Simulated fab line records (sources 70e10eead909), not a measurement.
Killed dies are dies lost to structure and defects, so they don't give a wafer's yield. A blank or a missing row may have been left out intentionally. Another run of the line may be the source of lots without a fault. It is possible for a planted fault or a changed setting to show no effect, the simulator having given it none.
fab line records	flow nandHarc
[record] lots = 6	wafers = 18	lastDay = 24
route steps=1159 shown A_CHANNEL_HOLE_D1@466 A_CHANNEL_FILL_D1@490 END@1159
lots untouched by any fault: they come from a run of this same line in which no faults occurred
startH: hours from the record's first day to the start of the lot's first wafer shown	waitH: time in hours since the lot's previous step	" unchanged from the row above	L1.1+2: one row covering several wafers at once	- no value, or no start was given	* or withheld: withheld	< > ~ a bound
route shown NAME@n: names a module that has steps shown in the file, with the first one's number in the route	usual: average and standard deviation across the fault-free wafers	same: alike in all rows	chamber/n: place in a boat	sites: each site's reading	_std_site: standard deviation of those values	_edge_site: the outer-site mean with the inner-site mean subtracted	radiusMm: how far each site lies from the wafer's centre	mask NAME#n: copy n	behind: the tool/chamber that last shaped the wafer	hold: reason for holding the lot/hours on hold/outcome of the hold	device: which transistor (n, p or np) failed to switch	end of line: at the end of the route, the tests of the same wafers	step lacking rows: just its recipe	killed: not the wafer's yield, but the dies lost to structure and defects at the first sort	map: a wafer's dies, x killed, . not, _ none there
set.NAME: the run value of the setting; set.NAME@STEP: its run value at that earlier step	model.NAME: the simulator's own value behind a step, which no gauge read
lots seen at some steps along the route; tables by step, rows by wafer
services: from which hour (startH, from the record's first day; less than 0 if before it) a tool's chamber was out of use, for how many hours, and why
[[steps]]
[step NHARC_A_CHANNEL_HOLE_D1_ETCH_38]
[recipe] targetDepthA = 390	overEtchFrac = 0.3	timeS = 65	ionEnergyEv = 80	cf4FlowSccm = 150	arFlowSccm = 0	rfW = 300	biasW = 100	chemistry = CF4
[usual] drypumpMotorCurrentA = 5.6/0.55	oesProductAu = 0.998/0.0083	rfVppV = 150.7/1.2	showerheadPlenumPTorr = 1.72/0.068	throttleValvePct = 13.283/0.0088
lot.wafer	tool	chamber	startH	waitH	drypumpMotorCurrentA	oesProductAu	rfHoursCounterH	rfVppV	showerheadPlenumPTorr	throttleValvePct
L742.3	rieDiel-04	3	200.53	0.1	5.5	0.995	3	150.9	1.73	13.288
L742.5	"	2	"	"	5.8	1.005	-	150.6	1.71	13.281
L742.6	"	3	"	"	5.4	0.990	-	150.8	1.73	13.285
L743.4	rieDiel-06	1	202.73	0.1	6.3	1.002	10	149.5	1.66	13.301
L743.3	"	2	"	"	5.8	0.991	10	150.6	1.69	13.313
L743.5	"	1	"	"	6.2	1.004	-	151.6	1.66	13.275
L752.4	rieDiel-12	2	249.18	0.1	6.6	0.995	2	149.6	1.66	13.297
L752.1	"	3	"	"	5.1	1.000	2	149.5	1.67	13.277
L752.5	"	3	"	"	5.1	0.995	-	150.5	1.67	13.279
L751.2	rieDiel-12	0	266.61	0.1	5.9	0.997	5	150.0	1.67	13.281
L751.6	"	2	"	"	6.5	0.994	-	149.8	1.66	13.293
L751.5	"	3	"	"	5.1	0.995	-	150.6	1.67	13.291
L756.2	rieDiel-06	2	286.82	0.1	5.8	0.995	2	149.4	1.68	13.295
L756.3	"	0	"	"	5.8	1.003	2	149.8	1.75	13.266
L756.1	"	1	"	"	6.3	0.998	2	150.9	1.66	13.275
L758.3	rieDiel-12	1	293.01	0.2	4.8	0.999	7	150.9	1.76	13.283
L758.1	"	3	"	"	5.1	1.005	6	150.9	1.66	13.271
L758.2	"	0	"	"	5.9	0.993	6	151.4	1.67	13.279
[step NHARC_A_CHANNEL_HOLE_D1_ETCH_39]
[recipe] targetDepthA = 2600	overEtchFrac = 0.3	timeS = 325	ionEnergyEv = 200	n2FlowSccm = 150	h2FlowSccm = 150	arFlowSccm = 0	rfW = 400	biasW = 150	chemistry = N2/H2
[step NHARC_A_CHANNEL_HOLE_D1_ETCH_34]
[recipe] targetDepthA = 1540	timeS = 77	cf4FlowSccm = 100	chf3FlowSccm = 30	arFlowSccm = 0	rfW = 500	biasW = 200	chemistry = CF4/CHF3
[step NHARC_A_CHANNEL_HOLE_D1_ETCH_16]
[recipe] targetDepthA = 31000	overEtchFrac = 0.3	timeS = 806	ionEnergyEv = 150	o2FlowSccm = 400	cosFlowSccm = 20	arFlowSccm = 0	rfW = 500	biasW = 300	chemistry = O2/COS
[step NHARC_A_CHANNEL_HOLE_D1_CD_MEAS_18]
[usual] cdNm = 98.1/2.6
lot.wafer	tool	chamber	startH	waitH	cdNm
L742.3	cdSem-02	-	201.56	-	99.7
L742.5	"	-	"	"	100.1
L742.6	"	-	"	"	100.0
L743.3	cdSem-02	-	203.87	-	93.0
L743.4	"	-	"	"	93.6
L743.5	"	-	"	"	97.4
L752.1	cdSem-01	-	250.20	-	98.2
L752.4	"	-	"	"	97.8
L752.5	"	-	"	"	97.9
L751.2	cdSem-02	-	267.62	-	97.4
L751.5	"	-	"	"	95.3
L751.6	"	-	"	"	100.9
L756.1	cdSem-01	-	287.84	-	97.9
L756.2	"	-	"	"	98.7
L756.3	"	-	"	"	98.8
L758.1	cdSem-02	-	294.37	-	95.7
L758.2	"	-	"	"	95.4
L758.3	"	-	"	"	96.3
[step NHARC_A_CHANNEL_HOLE_D1_ETCH_19]
[recipe] biasV = 1200	sourceW = 2500	pressureMtorr = 15	timeS = 34.5	arFlowSccm = 375	c4f8FlowSccm = 28.8	o2FlowSccm = 96.2	tempC = -20	targetDepthA = *	chemistry = C4F8/O2/Ar
[step NHARC_A_CHANNEL_HOLE_D1_ETCH_20]
[recipe] biasV = 3000	sourceW = withheld	pressureMtorr = 20	timeS = 361.9	arFlowSccm = 375	c4f8FlowSccm = 89.3	o2FlowSccm = 35.7	tempC = -20	targetDepthA = 16000	chemistry = C4F8/O2/Ar
[step NHARC_A_CHANNEL_HOLE_D1_ETCH_21]
[recipe] biasV = 3000	sourceW = withheld	pressureMtorr = 20	timeS = 514.3	arFlowSccm = 375	c4f8FlowSccm = 89.3	o2FlowSccm = 35.7	tempC = -20	targetDepthA = 16000	chemistry = C4F8/O2/Ar
[step NHARC_A_CHANNEL_HOLE_D1_ETCH_22]
[recipe] biasV = 3000	sourceW = withheld	pressureMtorr = 20	timeS = 666.7	arFlowSccm = 375	c4f8FlowSccm = 89.3	o2FlowSccm = 35.7	tempC = -20	targetDepthA = 16000	chemistry = C4F8/O2/Ar
[usual] drypumpMotorCurrentA = 5.62/0.28	showerheadPlenumPTorr = 3.67/0.12	throttleValvePct = 32.155/0.0094
lot.wafer	tool	chamber	startH	waitH	drypumpMotorCurrentA	rfHoursCounterH	showerheadPlenumPTorr	throttleValvePct
L742.3	harEtch-01	1	203.33	0.4	6.10	-	3.62	32.155
L742.6	"	0	"	"	5.22	-	3.82	32.171
L742.5	"	1	"	"	6.06	-	3.62	32.139
L743.3	harEtch-02	0	205.00	0.4	5.57	-	3.52	32.170
L743.4	"	1	"	"	5.61	-	3.77	32.149
L743.5	"	1	"	"	5.59	-	3.77	32.164
L752.1	harEtch-02	0	251.51	0.4	5.59	138	3.51	32.146
L752.4	"	1	"	"	5.57	-	3.76	32.154
L752.5	"	0	"	"	5.60	-	3.51	32.152
L751.2	harEtch-02	1	268.56	0.4	5.59	143	3.75	32.146
L751.5	"	1	"	"	5.63	-	3.75	32.162
L751.6	"	0	"	"	5.58	-	3.51	32.140
L756.1	harEtch-01	0	288.79	0.4	5.23	239	3.80	32.149
L756.2	"	1	"	"	6.07	239	3.59	32.139
L756.3	"	1	"	"	6.05	-	3.59	32.150
L758.1	harEtch-01	1	295.31	0.4	6.01	245	3.59	32.158
L758.2	"	0	"	"	5.25	245	3.79	32.146
L758.3	"	1	"	"	6.04	-	3.59	32.153
[step NHARC_A_CHANNEL_HOLE_D1_ETCH_23]
[recipe] biasV = 5000	sourceW = withheld	pressureMtorr = 20	timeS = 819	arFlowSccm = 375	c4f8FlowSccm = 89.3	o2FlowSccm = 35.7	tempC = -20	targetDepthA = 16000	chemistry = C4F8/O2/Ar
[step NHARC_A_CHANNEL_HOLE_D1_ETCH_24]
[recipe] biasV = 5000	sourceW = withheld	pressureMtorr = 20	timeS = 906.2	arFlowSccm = 375	c4f8FlowSccm = 93.8	o2FlowSccm = 31.2	tempC = -20	targetDepthA = 15000	chemistry = C4F8/O2/Ar
[step NHARC_A_CHANNEL_HOLE_D1_ETCH_25]
[recipe] biasV = 5000	sourceW = withheld	pressureMtorr = 20	timeS = 1040.2	arFlowSccm = 375	c4f8FlowSccm = 93.8	o2FlowSccm = 31.2	tempC = -20	targetDepthA = 15000	chemistry = C4F8/O2/Ar
[step NHARC_A_CHANNEL_HOLE_D1_ETCH_26]
[recipe] biasV = 300	sourceW = 2000	pressureMtorr = 30	timeS = 224.1	arFlowSccm = 375	c4f8FlowSccm = 11.4	o2FlowSccm = 113.6	tempC = -20	targetDepthA = 3000	chemistry = C4F8/O2/Ar
[usual] drypumpMotorCurrentA = 5.62/0.28	showerheadPlenumPTorr = 3.71/0.13	throttleValvePct = 24.584/0.0096
lot.wafer	tool	chamber	startH	waitH	drypumpMotorCurrentA	rfHoursCounterH	showerheadPlenumPTorr	throttleValvePct
L742.3	harEtch-01	1	206.06	0.4	6.05	-	3.65	24.565
L742.6	"	0	"	"	5.26	-	3.87	24.585
L742.5	"	1	"	"	6.06	-	3.66	24.593
L743.3	harEtch-02	0	207.78	0.5	5.56	-	3.56	24.578
L743.4	"	1	"	"	5.63	-	3.82	24.587
L743.5	"	1	"	"	5.62	-	3.82	24.571
L752.1	harEtch-02	0	254.37	0.6	5.58	141	3.55	24.589
L752.4	"	1	"	"	5.59	-	3.80	24.590
L752.5	"	0	"	"	5.62	-	3.55	24.595
L751.2	harEtch-02	1	271.45	0.7	5.59	146	3.80	24.583
L751.5	"	1	"	"	5.57	-	3.80	24.589
L751.6	"	0	"	"	5.61	-	3.54	24.583
L756.1	harEtch-01	0	291.72	0.7	5.24	242	3.85	24.583
L756.2	"	1	"	"	6.08	242	3.63	24.580
L756.3	"	1	"	"	6.06	-	3.63	24.571
L758.1	harEtch-01	1	298.20	0.7	6.08	247	3.63	24.577
L758.2	"	0	"	"	5.25	247	3.84	24.600
L758.3	"	1	"	"	6.07	-	3.63	24.586
[step NHARC_A_CHANNEL_HOLE_D1_ETCH_33]
[recipe] biasV = 400	sourceW = 2000	pressureMtorr = 25	timeS = 90	arFlowSccm = 375	c4f8FlowSccm = 41.7	o2FlowSccm = 83.3	tempC = -20	targetDepthA = 4000	chemistry = C4F8/O2/Ar
[step NHARC_A_CHANNEL_HOLE_D1_STRIP_41]
[recipe] n2FlowSccm = 150	h2FlowSccm = 150	arFlowSccm = 0	biasW = 0	chemistry = N2/H2
[step NHARC_A_CHANNEL_HOLE_D1_STRIP_42]
[recipe] cf4FlowSccm = 100	chf3FlowSccm = 30	arFlowSccm = 0	biasW = 0	chemistry = CF4/CHF3
[step NHARC_A_CHANNEL_HOLE_D1_STRIP_43]
[recipe] o2FlowSccm = 400	cosFlowSccm = 20	arFlowSccm = 0	biasW = 0	chemistry = O2/COS
[step NHARC_A_CHANNEL_HOLE_D1_ETCH_44]
[recipe] targetDepthA = 1400	overetchA = 140	timeS = 77	ionEnergyEv = 100	cf4FlowSccm = 80	o2FlowSccm = 20	arFlowSccm = 0	rfW = 300	biasW = 100	chemistry = CF4/O2
[usual] drypumpMotorCurrentA = 5.6/0.49	oesProductAu = 1.001/0.0096	rfVppV = 197.3/1.5	showerheadPlenumPTorr = 1.31/0.056	throttleValvePct = 13.398/0.01
lot.wafer	tool	chamber	startH	waitH	drypumpMotorCurrentA	oesProductAu	rfHoursCounterH	rfVppV	showerheadPlenumPTorr	throttleValvePct
L742.3	rieDiel-04	1	206.93	0.1	6.0	1.004	4	198.4	1.29	13.400
L742.5	"	3	"	"	5.4	0.990	-	197.1	1.31	13.412
L742.6	"	0	"	"	5.3	0.997	-	200.0	1.43	13.396
L743.3	rieDiel-06	1	208.78	0.1	6.2	1.007	11	197.8	1.25	13.391
L743.4	"	1	"	"	6.3	1.014	-	196.2	1.25	13.406
L743.5	"	3	"	"	4.7	0.985	-	200.2	1.39	13.393
L752.1	rieDiel-12	3	255.29	0.1	5.1	0.999	3	197.0	1.25	13.395
L752.4	"	0	"	"	5.9	1.005	4	195.3	1.26	13.390
L752.5	"	2	"	"	6.5	0.994	-	195.3	1.25	13.380
L751.2	rieDiel-04	2	272.41	0.1	5.8	1.003	8	195.7	1.29	13.417
L751.6	"	1	"	"	6.0	1.012	-	196.7	1.29	13.381
L751.5	"	2	"	"	5.8	1.011	-	197.0	1.29	13.389
L756.1	rieDiel-06	2	292.66	0.0	5.8	0.988	3	197.1	1.27	13.412
L756.2	"	3	"	"	4.7	0.997	3	197.8	1.39	13.388
L756.3	"	1	"	"	6.2	0.993	3	195.9	1.25	13.398
L758.2	rieDiel-12	3	299.15	0.0	5.1	1.013	7	197.5	1.25	13.375
L758.1	"	1	"	"	4.8	1.004	8	197.2	1.33	13.404
L758.3	"	2	"	"	6.5	0.991	7	197.0	1.25	13.380
[step NHARC_A_CHANNEL_HOLE_D1_STRIP_27]
[recipe] o2FlowSccm = 500	arFlowSccm = 0	biasW = 0	chemistry = O2
[usual] drypumpMotorCurrentA = 5.6/0.5	oesProductAu = 1.001/0.01	rfVppV = 57.6/0.99	showerheadPlenumPTorr = 3.46/0.14	throttleValvePct = 17.037/0.0093
lot.wafer	tool	chamber	startH	waitH	drypumpMotorCurrentA	oesProductAu	rfHoursCounterH	rfVppV	showerheadPlenumPTorr	throttleValvePct
L742.3	rieDiel-04	3	-	-	5.4	1.013	4	57.9	3.45	17.035
L742.6	"	2	"	"	5.8	1.022	-	56.3	3.42	17.050
L742.5	"	3	"	"	5.5	1.012	-	58.1	3.45	17.053
L743.3	rieDiel-06	1	-	-	6.3	1.002	11	55.1	3.32	17.027
L743.4	"	1	"	"	6.3	1.001	-	58.3	3.32	17.028
L743.5	"	3	"	"	4.7	0.987	-	58.7	3.66	17.030
L752.1	rieDiel-12	1	-	-	4.8	0.995	5	58.3	3.51	17.034
L752.4	"	3	"	"	5.1	0.988	3	58.8	3.32	17.044
L752.5	"	0	"	"	5.9	1.004	-	57.1	3.33	17.029
L751.2	rieDiel-04	0	-	-	5.3	1.003	8	59.8	3.77	17.045
L751.5	"	2	"	"	5.8	0.997	-	57.3	3.41	17.032
L751.6	"	3	"	"	5.5	0.993	-	57.9	3.45	17.029
L756.1	rieDiel-06	2	-	-	5.8	0.986	3	56.3	3.36	17.046
L756.2	"	0	"	"	5.8	0.999	3	58.4	3.48	17.030
L756.3	"	1	"	"	6.3	0.991	3	58.4	3.32	17.042
L758.3	rieDiel-12	1	-	-	4.8	0.991	8	58.0	3.50	17.027
L758.2	"	3	"	"	5.1	1.007	7	57.8	3.32	17.038
L758.1	"	0	"	"	6.0	1.001	7	58.2	3.33	17.029
[step NHARC_A_CHANNEL_HOLE_D1_PRECLEAN_28]
[recipe] timeS = *	tempC = 50	bathAgeMin = 0	chemistry = SC1
[step NHARC_A_CHANNEL_HOLE_D1_SRD_29]
[step NHARC_A_CHANNEL_HOLE_D1_CD_MEAS_30]
[usual] cdNm = 89.6/1.1
lot.wafer	tool	chamber	startH	waitH	cdNm
L742.3	cdSem-01	-	207.72	-	88.8
L742.5	"	-	"	"	90.1
L742.6	"	-	"	"	89.5
L743.3	cdSem-01	-	209.83	-	88.1
L743.4	"	-	"	"	88.2
L743.5	"	-	"	"	89.0
L752.1	cdSem-02	-	256.18	0.1	90.2
L752.4	"	-	"	"	88.9
L752.5	"	-	"	"	89.8
L751.2	cdSem-01	-	273.20	-	87.8
L751.5	"	-	"	"	87.2
L751.6	"	-	"	"	89.0
L756.1	cdSem-03	-	293.45	-	91.2
L756.2	"	-	"	"	89.7
L756.3	"	-	"	"	90.4
L758.1	cdSem-01	-	299.98	0.1	91.1
L758.2	"	-	"	"	88.3
L758.3	"	-	"	"	90.0
[step NHARC_A_CHANNEL_HOLE_D1_XSEM_31]
[recipe] landingEnergyEv = 35000
[usual] botCdNm = 74.0/1.3	bowNm = 8.55/0.22	tiltDeg = 0.09/0.05
lot.wafer	tool	chamber	startH	waitH	botCdNm	bowNm	tiltDeg
L742.3	xsem-01	0	207.81	0.1	73.5	8.62	0.22
L742.5	"	0	"	"	74.7	8.42	0.22
L742.6	"	0	"	"	73.7	8.48	0.22
L743.3	xsem-02	0	209.92	0.1	73.0	8.31	0.07
L743.4	"	0	"	"	73.0	8.31	0.07
L743.5	"	0	"	"	73.6	8.24	0.06
L752.1	xsem-01	0	256.26	0.1	73.9	8.69	0.08
L752.4	"	0	"	"	73.1	8.80	0.08
L752.5	"	0	"	"	75.4	8.74	0.08
L751.2	xsem-01	0	273.29	0.1	72.6	8.58	0.07
L751.5	"	0	"	"	71.9	8.51	0.07
L751.6	"	0	"	"	74.1	8.58	0.07
L756.1	xsem-01	0	293.53	0.1	75.7	8.49	0.11
L756.2	"	0	"	"	73.7	8.50	0.11
L756.3	"	0	"	"	74.1	8.54	0.11
L758.1	xsem-01	0	300.06	0.1	74.1	8.31	0.15
L758.2	"	0	"	"	72.4	8.23	0.15
L758.3	"	0	"	"	74.2	8.28	0.15
[step NHARC_A_CHANNEL_HOLE_D1_INSPECT_40]
[usual] rawDefectCount = 63/15
lot.wafer	tool	chamber	startH	waitH	rawDefectCount
L742.3	defectInspect-01	-	207.90	-	58
L742.5	"	-	"	"	74
L742.6	"	-	"	"	55
L743.3	defectInspect-01	-	210.02	-	62
L743.4	"	-	"	"	58
L743.5	"	-	"	"	47
L752.1	defectInspect-02	-	256.36	-	1208
L752.4	"	-	"	"	1220
L752.5	"	-	"	"	1261
L751.2	defectInspect-02	-	273.38	-	1232
L751.5	"	-	"	"	1201
L751.6	"	-	"	"	1183
L756.1	defectInspect-02	-	293.65	-	82
L756.2	"	-	"	"	75
L756.3	"	-	"	"	78
L758.1	defectInspect-02	-	300.16	-	124
L758.2	"	-	"	"	100
L758.3	"	-	"	"	94
[step NHARC_A_CHANNEL_FILL_D1_PRECLEAN_00]
[recipe] timeS = *	tempC = 50	bathAgeMin = 0	chemistry = SC1
[step NHARC_END_SORT_01]
[recipe] tempC = 25
[usual] killedAtArray = 29/10	killedAtOther = 0.7/1.1	killedAtPeriphery = 3.2/2.2	killedDies = 33/11	killedOpen = 3.5/1.8	killedShort = 2.0/1.4
[same] grossDies = 677
lot.wafer	tool	chamber	startH	waitH	killedAtArray	killedAtOther	killedAtPeriphery	killedDies	killedOpen	killedShort
L743.3	prober-01	0	483.92	3.1	16	0	5	21	3	5
L743.4	prober-01	0	484.72	3.4	28	0	3	31	4	3
L743.5	prober-01	0	485.52	3.7	19	1	12	32	2	3
L742.3	prober-02	0	491.96	3.1	19	0	5	24	0	2
L742.5	prober-02	0	493.59	3.8	15	0	2	17	5	1
L742.6	prober-02	0	494.41	4.1	24	0	0	24	3	1
L752.1	prober-01	0	521.57	2.5	120	0	1	121	5	1
L752.4	prober-01	0	524.00	3.4	63	0	1	64	2	0
L752.5	prober-01	0	524.81	3.7	107	2	0	109	0	1
L751.2	prober-02	0	535.11	2.8	63	1	0	64	2	2
L751.5	prober-02	0	537.51	3.7	59	0	3	62	3	2
L751.6	prober-02	0	538.31	4.0	110	0	2	112	1	3
L756.1	prober-02	0	558.65	2.5	39	0	5	44	2	0
L756.2	prober-02	0	559.46	2.8	39	0	5	44	5	3
L756.3	prober-02	0	560.26	3.1	45	1	3	49	3	2
L758.1	prober-01	0	566.58	2.5	41	2	2	45	4	3
L758.2	prober-01	0	567.37	2.8	33	0	3	36	4	0
L758.3	prober-01	0	568.16	3.1	33	0	2	35	2	2
// killed by level:class
L743.3 A_SLIT:chamberFilmFlake=6 A_SOURCE_PLATE:geometricParticle:short=2 A_M0:geometricParticle:short=2 P_BONDPAD:chamberFilmFlake=2 A_CHANNEL_HOLE_D1:chamberFilmFlake=2 P_GATE:geometricParticle:open=1 P_CONTACT:geometricParticle:open=1 A_CONTACT:geometricParticle:open=1
L743.4 A_SLIT:chamberFilmFlake=12 A_CONTACT:chamberFilmFlake=4 A_CHANNEL_HOLE_D1:chamberFilmFlake=3 A_SOURCE_PLATE:geometricParticle:open=2 P_BONDPAD:chamberFilmFlake=2 A_WL_FILL:chamberFilmFlake=2 P_M1:geometricParticle:short=1 A_SOURCE_PLATE:geometricParticle:short=1
L743.5 P_BONDPAD:chamberFilmFlake=8 A_SLIT:chamberFilmFlake=5 A_STAIRCASE:chamberFilmFlake=4 A_CHANNEL_HOLE_D1:chamberFilmFlake=3 P_STI:chamberFilmFlake=2 A_CONTACT:chamberFilmFlake=2 A_ONON_D1:geometricParticle:short=1 A_SGD_CUT:geometricParticle:open=1
L742.3 A_CHANNEL_HOLE_D1:chamberFilmFlake=14 P_BONDPAD:chamberFilmFlake=3 A_STAIRCASE:chamberFilmFlake=2 P_GATE:geometricParticle:short=1 A_M1:geometricParticle:short=1 P_STI:chamberFilmFlake=1 A_SLIT:chamberFilmFlake=1 A_CONTACT:chamberFilmFlake=1
L742.5 A_CHANNEL_HOLE_D1:chamberFilmFlake=8 P_M2:geometricParticle:open=1 A_ONON_D1:geometricParticle:open=1 A_CHANNEL_FILL_D1:geometricParticle:open=1 A_SGD_CUT:geometricParticle:open=1 A_CONTACT:geometricParticle:open=1 A_CONTACT:geometricParticle:short=1 P_BONDPAD:chamberFilmFlake=1
L742.6 A_CHANNEL_HOLE_D1:chamberFilmFlake=14 A_STAIRCASE:chamberFilmFlake=2 A_CHANNEL_FILL_D1:geometricParticle:open=1 A_WL_FILL:geometricParticle:short=1 A_CONTACT:geometricParticle:open=1 A_M1:geometricParticle:open=1 A_SLIT:chamberFilmFlake=1 A_WL_FILL:chamberFilmFlake=1
L752.1 A_CHANNEL_HOLE_D1:unspecified=103 A_CONTACT:chamberFilmFlake=8 A_STAIRCASE:chamberFilmFlake=3 A_ONON_D1:geometricParticle:open=2 P_GATE:geometricParticle:short=1 A_CHANNEL_FILL_D1:geometricParticle:open=1 A_BLC:geometricParticle:open=1 A_M0:geometricParticle:open=1
L752.4 A_CHANNEL_HOLE_D1:unspecified=51 A_STAIRCASE:chamberFilmFlake=5 A_SLIT:chamberFilmFlake=2 A_CONTACT:chamberFilmFlake=2 A_CONTACT:geometricParticle:open=1 A_BLC:geometricParticle:open=1 P_BONDPAD:chamberFilmFlake=1 A_WL_FILL:chamberFilmFlake=1
L752.5 A_CHANNEL_HOLE_D1:unspecified=100 A_CONTACT:chamberFilmFlake=4 A_SLIT:chamberFilmFlake=2 THIN_TSV:chamberFilmFlake=2 A_WL_FILL:geometricParticle:short=1
L751.2 A_CHANNEL_HOLE_D1:unspecified=46 A_CONTACT:chamberFilmFlake=6 A_BONDPAD:chamberFilmFlake=6 A_WL_FILL:geometricParticle:short=2 A_ONON_D1:geometricParticle:open=1 A_M0:geometricParticle:open=1 A_SGD_CUT:chamberFilmFlake=1 HYBRID_BOND:latent=1
L751.5 A_CHANNEL_HOLE_D1:unspecified=48 A_CONTACT:chamberFilmFlake=4 A_CONTACT:geometricParticle:open=2 A_STAIRCASE:chamberFilmFlake=2 A_BONDPAD:chamberFilmFlake=2 P_GATE:geometricParticle:short=1 P_CONTACT:geometricParticle:short=1 A_WL_FILL:geometricParticle:open=1
L751.6 A_CHANNEL_HOLE_D1:unspecified=98 A_CONTACT:chamberFilmFlake=5 A_BONDPAD:chamberFilmFlake=4 A_WL_FILL:geometricParticle:short=2 P_CONTACT:geometricParticle:open=1 P_M0:geometricParticle:short=1 A_STAIRCASE:chamberFilmFlake=1
L756.1 A_SLIT:chamberFilmFlake=17 A_CHANNEL_HOLE_D1:chamberFilmFlake=16 P_M0:chamberFilmFlake=4 A_CONTACT:chamberFilmFlake=4 A_ONON_D1:geometricParticle:open=2 P_STI:chamberFilmFlake=1
L756.2 A_CHANNEL_HOLE_D1:chamberFilmFlake=17 A_SLIT:chamberFilmFlake=13 A_CONTACT:chamberFilmFlake=3 A_CONTACT:geometricParticle:open=2 P_M0:chamberFilmFlake=2 P_GATE:geometricParticle:open=1 P_GATE:geometricParticle:short=1 A_SOURCE_PLATE:geometricParticle:short=1
L756.3 A_SLIT:chamberFilmFlake=18 A_CHANNEL_HOLE_D1:chamberFilmFlake=16 A_CONTACT:chamberFilmFlake=4 P_M0:chamberFilmFlake=2 A_ZERO_WELL:chamberFilmFlake=2 A_ONON_D1:geometricParticle:open=1 A_CHANNEL_FILL_D1:geometricParticle:short=1 A_CONTACT:geometricParticle:open=1
L758.1 A_CHANNEL_HOLE_D1:chamberFilmFlake=30 A_CONTACT:chamberFilmFlake=4 P_M0:geometricParticle:open=2 STARTING-WAFER:geometricParticle:short=2 A_SLIT:chamberFilmFlake=2 A_SOURCE_PLATE:geometricParticle:open=1 A_WL_FILL:geometricParticle:short=1 A_M0:geometricParticle:open=1
L758.2 A_CHANNEL_HOLE_D1:chamberFilmFlake=20 A_CONTACT:chamberFilmFlake=6 A_STAIRCASE:chamberFilmFlake=2 P_M0:geometricParticle:open=1 A_SOURCE_PLATE:geometricParticle:open=1 A_CHANNEL_HOLE_D1:geometricParticle:open=1 A_CHANNEL_FILL_D1:geometricParticle:open=1 P_STI:chamberFilmFlake=1
L758.3 A_CHANNEL_HOLE_D1:chamberFilmFlake=23 A_WL_FILL:chamberFilmFlake=2 A_CONTACT:chamberFilmFlake=2 A_BLC:chamberFilmFlake=2 P_GATE:geometricParticle:short=1 P_M0:geometricParticle:open=1 A_SGD_CUT:geometricParticle:short=1 A_M0:geometricParticle:open=1
// map L751.6 (x killed, . not)
____________.____________
_________......._________
_______x.........._______
______.............______
_____..............._____
____.................____
____....x............____
___...........x.......___
___...................___
__.....................__
__.....................__
_..................x..x._
_......................._
_.......x..............._
_......................._
_..........xx.x..x......_
..........x.xxx..........
...x......x..xxxx........
.x..x....xxxxxxx.x.......
..........xxxxxxx........
........xxxxxxxxx........
_........xxxxxxxxx......_
_........xxxxxxxxx......_
_.......xxxxxxxxx......._
_.......xxxxxxxxxx......_
_....x...xxxxxxx.x......_
__......x.xxxxxx.x.....__
__.......xxxxxx........__
___......xxxxx........___
___..........x........___
____.................____
____.................____
_____..............._____
______.............______
_______..........._______
_________......._________
____________.____________
// map L752.1 (x killed, . not)
____________.____________
_________......._________
_______..........._______
______.............______
_____..............._____
____.................____
____.................____
___.........x.........___
___...x...............___
__.....................__
__.x...................__
_................x......_
_......................._
_..............x........_
_...............xxx....._
_......................._
...........xxx...........
.........xxxxxxx.........
.........xxxxxxxxx.x.....
.........xxxxxxxxx.......
.........xxxxxxxxx.......
_........xxxxxxxx....x.._
_........xxxxxxxxx......_
_.......xxxxxxxxxx......_
_........xxxxxxxxx......_
_.......xxxxxxxxxx......_
__.....x.xxxxxxxx......__
__........xxxxxx.......__
___.........xxx.xx....___
___........x..xxx.....___
____.................____
____x.....x..........____
_____..............._____
______...x.........______
_______..........._______
_________...x..._________
____________.____________
[[services]]
tool	chamber	startH	hours	kind
rieDiel-12	0	181.45	-	clean
rieDiel-12	1	181.45	-	clean
rieDiel-12	2	181.45	-	clean
rieDiel-12	3	181.45	-	clean
rieDiel-12	-	202.40	9.0	pm
rieDiel-12	0	202.40	9.0	ventCycle
rieDiel-12	1	202.40	9.0	ventCycle
rieDiel-12	2	202.40	14.0	ventCycle
rieDiel-12	3	202.40	9.0	ventCycle
rieDiel-06	2	202.96	13.3	repair
rieDiel-12	0	211.40	-	clean
rieDiel-12	1	211.40	-	clean
rieDiel-12	3	211.40	-	clean
rieDiel-04	1	228.61	4.2	repair
rieDiel-04	2	233.14	5.4	repair
rieDiel-12	0	235.90	-	clean
rieDiel-12	1	235.90	-	clean
rieDiel-12	2	235.90	-	clean
rieDiel-12	3	235.90	-	clean
rieDiel-06	-	241.21	9.0	pm
rieDiel-12	0	260.40	-	clean
rieDiel-12	1	260.40	-	clean
rieDiel-12	2	260.40	-	clean
rieDiel-04	-	288.90	9.0	pm
[[key]]
[firstSign] step = NHARC_A_CHANNEL_HOLE_D1_INSPECT_40	reading = rawDefectCount	direction = up	sigmas = 79	usual = 63	struck = 1218
[effect] step = NHARC_END_SORT_01	reading = killedAtArray	direction = up	sigmas = 5.7	usual = 29	struck = 87
[moreKillsBornAt] NHARC_A_CHANNEL_HOLE_D1_ETCH_26@harEtch-02 = 414
metAt NHARC_A_CHANNEL_HOLE_D1_ETCH_26
struckWafers L751.2,L751.5,L751.6,L752.1,L752.4,L752.5
testerLeftOut L751,L752
onsetBetween 207.78 254.37
alsoFits NHARC_A_CHANNEL_HOLE_D1_ETCH_22:harEtch-02
[fault] kind = chamberParticleSource	tool = harEtch-02	chamber = -	onsetH = 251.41	steps = NHARC_A_CHANNEL_HOLE_D1_ETCH_26	ratePerVisitCm2 = 1.7966	endH = 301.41
// testerLeftOut: of these lots the tester's yield and bins aren't shown, on N5 and GAA mostly nor the transistor test; their killed dies are dies lost to structure and defects alone, not to doping, threshold or leakage, so they don't give the yield
